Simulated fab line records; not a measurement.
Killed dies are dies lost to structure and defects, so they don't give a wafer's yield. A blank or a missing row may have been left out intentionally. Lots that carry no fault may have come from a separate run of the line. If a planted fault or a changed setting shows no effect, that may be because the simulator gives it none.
Split-lot study	flow n5 finfet	7 lots, 21 wafers read, on a route of 1938 steps

## THE SPLIT
At N5_DUMMY_GATE_COAT_28 (time 60 s, resist thk 10 nm), the setting spin rpm was moved away from the recipe's 1500 rpm on 8 of the 21 wafers read, by -10.4% to +6.9%. All remaining wafers had this setting at the recipe value.

The reading is taken at the split's own step.

## THE READING
underlayer_of_DUMMY_GATE_COAT_28.thk nm (the simulator's own value, which no gauge read), in nm, at N5_DUMMY_GATE_COAT_28 (time 60 s, resist thk 10 nm). There is no usual value for it anywhere in the file.

wafer	tool, chamber at the split	spin rpm as run, rpm	against the recipe	underlayer_of_DUMMY_GATE_COAT_28.thk nm, nm	against lot-mates on the recipe
L075.1	litho track-04, 0	1369	-8.7%	10.6	+0.6
L075.2	litho track-04, 0	1500	recipe	10	-
L075.6	litho track-04, 0	1500	recipe	10	-
L077.2	litho track-03, 0	1573	+4.9%	9.8	-0.2
L077.5	litho track-03, 0	1573	+4.9%	9.8	-0.2
L077.6	litho track-03, 0	1500	recipe	10	-
L081.1	litho track-04, 0	1603	+6.9%	9.6	-0.4
L081.3	litho track-04, 0	1500	recipe	10	-
L081.6	litho track-04, 0	1500	recipe	10	-
L083.3	litho track-05, 0	1500	recipe	10	-
L083.4	litho track-05, 0	1344	-10.4%	10.6	+0.6
L083.5	litho track-05, 0	1344	-10.4%	10.6	+0.6
L084.1	litho track-05, 0	1418	-5.5%	10.2	+0.2
L084.6	litho track-05, 0	1418	-5.5%	10.2	+0.2
L084.5	litho track-05, 0	1500	recipe	10	-
L095.1	litho track-03, 0	1500	recipe	10	-
L095.2	litho track-03, 0	1500	recipe	10	-
L095.3	litho track-03, 0	1500	recipe	10	-
L096.1	litho track-03, 0	1500	recipe	10	-
L096.4	litho track-03, 0	1500	recipe	10	-
L096.6	litho track-03, 0	1500	recipe	10	-

FIT RESULTS
A straight line over all 21 wafers: underlayer_of_DUMMY_GATE_COAT_28.thk nm changes by -0.0548 nm for each +1% of spin rpm; r = -0.98; the points scatter about the line by 0.049 nm.
The same after taking each lot's own level away (the mean of its wafers on the recipe; 21 wafers): -0.0548 nm for each +1%; r = -0.98; scatter 0.049 nm.
According to that fit, moving spin rpm by its largest amount changes the reading by 0.57 nm.
The lots' own levels span 10.00 to 10.00 nm.
Hence the lot-to-lot level has little effect on the slope; both slopes agree.
Check: for one of the wafers moved furthest among these (-10.4%), held out of the fit, the line's prediction against its lot-mates is +0.566 nm. Against them it came out at +0.6 nm.

## THE OTHER SPLITS THESE WAFERS WENT THROUGH
Note: prior to the reading, these wafers also went through further splits. Each is held against what the fit with the lots' levels taken away leaves over:
other split on the same wafers	wafers away from the commonest value	r with underlayer_of_DUMMY_GATE_COAT_28.thk nm (lot level and that fit taken away)
N5_ZERO_LAYER_EXPOSE_08 dose mj	7	+0.05
N5_ZERO_LAYER_DESCUM_16 time s	10	+0.06
N5_FIN_SAQP_HM_DEP_03 time s	10	-0.36
N5_FIN_SAQP_COAT_50 spin rpm	9	-0.05
N5_FIN_SAQP_ETCH_65 time s	6	+0.07
N5_FIN_SAQP_COAT_68 temp c	5	+0.11

## THE FILE'S OWN FIT
underlayer_of_DUMMY_GATE_COAT_28.thk nm changes by -0.0571 nm for each +1% of spin rpm, r = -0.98.
